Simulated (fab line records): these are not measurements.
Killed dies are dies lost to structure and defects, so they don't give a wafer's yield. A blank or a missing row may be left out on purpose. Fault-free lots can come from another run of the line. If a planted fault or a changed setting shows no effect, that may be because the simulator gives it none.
fab line records	flow nand_harc	part 2 of 2: steps 5 to 6 of 6
record: lots: 24	wafers: 72	last_day: 34
route steps=1302 shown A_STAIRCASE@740
lots with no fault: from the same line, run without faults
start_h: hours from the record's opening day to when the first of the lot's shown wafers began	wait_h: hours elapsed since this lot's preceding step	" the same as in the row above	L1.1+2: one row covering several wafers at once	- value missing, or start not given	* or withheld: withheld	< > ~ a bound
route shown NAME@n: a module of which the file shows steps, and the number in the route of the first	usual: mean and standard deviation over wafers with no fault	same: alike in all rows	chamber/n: place in a boat	sites: each site's reading	_std_site: how widely they spread, as a standard deviation	_edge_site: inner sites' mean taken away from outer sites' mean	radius_mm: how far each site lies from the wafer's centre	mask NAME#n: copy n	behind: the most recent tool/chamber to have shaped the wafer	hold: what put the lot on hold/how long, in hours/how the hold closed	device: which transistor (n, p or np) failed to switch	end of line: at the end of the route, the tests of the same wafers	for a step that has no rows: nothing shown but its recipe	killed: at the first sort, the dies lost to defects and structure; wafer yield is something else	map: a wafer's dies, x killed, . not, _ none there
set.NAME: the setting as run; set.NAME@STEP: as run at that earlier step	model.NAME: the simulator's own value behind a step, which no gauge read
a sample of lots followed through the steps of the route, with each step as a table and each wafer as a row
services: when a tool's chamber went out of use (start_h, in hours from the record's first day, below 0 if earlier), for how many hours, and the reason
== steps ==
step: NHARC_A_STAIRCASE_DEP_301
recipe: target_thk_a: 300	target_thk_nm: 30	temp_c: 400	pressure_torr: 3.5	flow_sccm: 200	rf_w: 350	material: SiON
usual: heater_power_outer_w: 488/63	heater_power_w: 808/110	susceptor_temp_C: 399.98/0.22
lot.wafer	tool	chamber	start_h	wait_h	heater_power_outer_w	heater_power_w	susceptor_temp_C
L075.3	pecvd-03	0	389.21	1.0	566	905	400.22
L075.1	"	1	"	"	487	793	399.92
L075.4	"	0	"	"	561	915	400.07
L074.1	pecvd-01	1	391.03	1.6	585	992	400.12
L074.3	"	0	"	"	534	856	400.11
L074.5	"	2	"	"	365	606	399.85
L076.1	pecvd-01	0	408.74	1.6	453	734	400.00
L076.6	"	0	"	"	452	754	400.06
L076.4	"	1	"	"	518	918	399.70
L078.3	pecvd-01	0	416.50	1.0	521	861	399.90
L078.4	"	2	"	"	423	688	399.79
L078.6	"	0	"	"	508	864	399.84
L077.3	pecvd-03	2	420.85	1.6	395	641	399.94
L077.5	"	1	"	"	410	665	399.72
L077.6	"	0	"	"	500	848	400.21
L079.1	pecvd-02	1	422.05	1.5	503	823	399.74
L079.5	"	1	"	"	499	818	399.51
L079.4	"	2	"	"	542	850	400.05
L080.2	pecvd-01	2	444.49	1.3	372	640	400.40
L080.6	"	0	"	"	487	793	399.94
L080.4	"	1	"	"	475	872	400.04
L081.3	pecvd-03	1	454.09	1.0	504	803	400.04
L081.5	"	0	"	"	495	810	399.85
L081.4	"	1	"	"	518	792	400.00
L083.3	pecvd-02	2	461.60	0.9	507	839	400.38
L083.1	"	0	"	"	584	967	400.13
L083.2	"	1	"	"	440	711	400.28
L082.3	pecvd-02	2	464.39	1.0	467	763	400.07
L082.5	"	0	"	"	577	940	399.36
L082.6	"	2	"	"	469	757	399.55
L084.2	pecvd-02	0	480.25	1.2	558	907	399.81
L084.3	"	2	"	"	421	715	399.74
L084.6	"	2	"	"	438	723	400.04
L085.6	pecvd-02	1	497.00	0.5	508	776	399.94
L085.5	"	2	"	"	471	799	399.79
L085.4	"	0	"	"	526	881	399.72
L086.2	pecvd-03	0	508.04	1.2	527	822	399.99
L086.6	"	0	"	"	520	839	400.33
L086.5	"	1	"	"	445	721	400.26
L087.3	pecvd-02	1	514.94	0.9	489	770	399.91
L087.2	"	2	"	"	533	868	399.85
L087.6	"	1	"	"	476	765	400.07
L089.3	pecvd-01	2	533.17	1.0	414	674	400.09
L089.4	"	1	"	"	551	1015	400.24
L089.5	"	2	"	"	399	665	400.09
L088.3	pecvd-02	2	537.02	1.0	524	849	399.88
L088.6	"	1	"	"	457	750	399.99
L088.4	"	2	"	"	541	851	400.12
L091.1	pecvd-01	2	544.58	1.6	427	692	400.25
L091.6	"	1	"	"	535	962	399.82
L091.4	"	2	"	"	415	693	400.37
L090.3	pecvd-01	0	547.19	0.9	526	846	399.46
L090.2	"	1	"	"	563	973	399.82
L090.6	"	2	"	"	408	686	400.00
L092.3	pecvd-01	0	559.22	1.0	533	869	399.85
L092.5	"	2	"	"	393	668	400.21
L092.4	"	0	"	"	532	880	399.97
L093.2	pecvd-03	0	562.47	1.2	519	827	399.88
L093.4	"	0	"	"	515	840	399.33
L093.3	"	1	"	"	492	780	400.19
L094.6	pecvd-01	2	577.05	0.1	433	704	400.03
L094.4	"	0	"	"	438	719	399.61
L094.5	"	1	"	"	536	950	400.36
L096.1	pecvd-01	0	600.59	1.9	466	771	399.88
L096.5	"	0	"	"	472	776	399.94
L096.4	"	2	"	"	436	691	399.63
L095.2	pecvd-01	2	601.46	1.3	368	641	399.98
L095.5	"	1	"	"	608	1017	399.93
L095.4	"	2	"	"	378	617	400.24
L097.1	pecvd-01	0	624.25	1.6	537	879	399.78
L097.3	"	1	"	"	489	908	399.97
L097.5	"	1	"	"	501	897	399.88
step: NHARC_A_STAIRCASE_DEP_322
recipe: target_thk_a: 72000	temp_c: 400	target_thk_nm: 7200	teos_flow_sccm: 200	rf_w: 500	material: SiO2
usual: heater_power_outer_w: 406/67	heater_power_w: 692/120	susceptor_temp_C: 400.01/0.22
lot.wafer	tool	chamber	start_h	wait_h	heater_power_outer_w	heater_power_w	susceptor_temp_C
L075.1	pecvd-01	0	420.12	0.1	489	822	400.07
L075.3	"	1	"	"	447	824	400.15
L075.4	"	0	"	"	395	685	400.01
L074.3	pecvd-03	0	420.25	0.2	430	731	400.18
L074.1	"	1	"	"	361	621	400.52
L074.5	"	0	"	"	420	705	400.25
L076.1	pecvd-03	2	436.99	0.3	297	514	400.21
L076.4	"	1	"	"	362	602	399.95
L076.6	"	2	"	"	308	522	399.89
L078.3	pecvd-01	2	442.07	0.1	353	567	400.26
L078.6	"	2	"	"	291	515	400.12
L078.4	"	1	"	"	414	778	400.00
L077.3	pecvd-01	0	449.25	0.2	474	782	399.83
L077.6	"	2	"	"	297	511	399.75
L077.5	"	0	"	"	399	690	399.89
L079.1	pecvd-03	1	449.35	0.3	398	630	400.08
L079.5	"	0	"	"	424	725	400.18
L079.4	"	1	"	"	370	583	400.16
L080.2	pecvd-02	0	469.78	0.1	573	972	400.31
L080.4	"	1	"	"	376	644	400.05
L080.6	"	2	"	"	380	661	400.21
L081.3	pecvd-03	2	480.01	0.2	346	577	400.18
L081.4	"	1	"	"	366	602	399.84
L081.5	"	2	"	"	299	513	399.80
L083.2	pecvd-01	0	486.65	0.1	492	827	399.77
L083.3	"	1	"	"	461	844	400.09
L083.1	"	2	"	"	346	585	400.30
L082.3	pecvd-03	1	491.27	0.3	359	594	399.80
L082.5	"	1	"	"	361	602	399.75
L082.6	"	0	"	"	428	724	399.89
L084.3	pecvd-01	0	507.47	0.2	436	745	399.95
L084.2	"	1	"	"	493	902	400.06
L084.6	"	1	"	"	416	803	400.36
L085.4	pecvd-03	0	520.76	0.3	422	706	399.79
L085.5	"	0	"	"	423	714	400.03
L085.6	"	1	"	"	366	589	400.21
L086.2	pecvd-01	2	532.01	0.1	387	604	400.21
L086.6	"	2	"	"	292	522	399.99
L086.5	"	1	"	"	407	807	400.09
L087.2	pecvd-02	0	546.50	0.1	562	897	400.07
L087.3	"	1	"	"	442	731	399.75
L087.6	"	1	"	"	384	636	399.67
L089.3	pecvd-02	2	557.46	0.1	486	787	399.82
L089.5	"	2	"	"	394	655	399.91
L089.4	"	1	"	"	387	629	399.43
L088.3	pecvd-01	2	557.55	0.2	361	627	399.73
L088.4	"	1	"	"	420	815	399.89
L088.6	"	0	"	"	383	698	400.12
L090.2	pecvd-03	1	569.98	0.1	363	604	400.31
L090.3	"	0	"	"	399	693	399.88
L090.6	"	0	"	"	403	675	399.88
L091.1	pecvd-01	0	569.98	0.1	498	796	400.09
L091.6	"	0	"	"	380	665	399.97
L091.4	"	2	"	"	297	521	400.30
L093.2	pecvd-03	1	590.35	0.2	410	658	400.20
L093.4	"	1	"	"	342	575	400.13
L093.3	"	0	"	"	391	681	399.73
L092.3	pecvd-01	0	590.44	0.3	423	701	399.76
L092.4	"	1	"	"	404	803	399.80
L092.5	"	0	"	"	401	665	400.24
L094.5	pecvd-02	1	603.08	0.3	362	601	400.12
L094.6	"	2	"	"	387	630	400.03
L094.4	"	0	"	"	448	803	400.28
L096.1	pecvd-02	0	627.33	0.1	476	804	400.00
L096.4	"	0	"	"	454	797	400.16
L096.5	"	0	"	"	448	796	399.97
L095.2	pecvd-01	0	627.52	0.3	432	716	400.01
L095.4	"	2	"	"	298	518	400.31
L095.5	"	0	"	"	382	666	400.39
L097.1	pecvd-03	0	649.24	0.1	528	828	400.03
L097.3	"	1	"	"	429	693	399.64
L097.5	"	0	"	"	401	679	399.99
== services ==
tool	chamber	start_h	hours	kind
rie_diel-02	2	352.48	2.9	repair
rie_diel-04	0	354.57	4.2	repair
rie_diel-04	-	359.22	9.0	pm
pecvd-03	-	366.00	13.0	pm
rie_diel-02	-	371.02	0.4	repair
pecvd-02	1	373.79	25.4	repair
rie_diel-04	-	387.35	0.5	repair
rie_diel-02	-	397.36	9.0	pm
rie_diel-04	0	402.33	7.7	repair
rie_diel-02	-	416.53	0.6	repair
pecvd-01	-	424.23	1.0	repair
rie_diel-12	-	447.28	9.0	pm
rie_diel-02	3	455.29	2.5	repair
rie_diel-02	1	464.31	4.4	repair
pecvd-03	2	483.37	145.3	repair
pecvd-01	-	492.61	13.0	pm
rie_diel-12	2	499.02	10.7	repair
rie_diel-12	2	519.50	1.4	repair
rie_diel-04	-	536.33	9.0	pm
pecvd-03	-	547.00	13.0	pm
rie_diel-02	-	574.52	9.0	pm
rie_diel-12	3	596.29	4.9	repair
pecvd-03	0	609.06	12.5	repair
rie_diel-12	-	624.32	9.0	pm
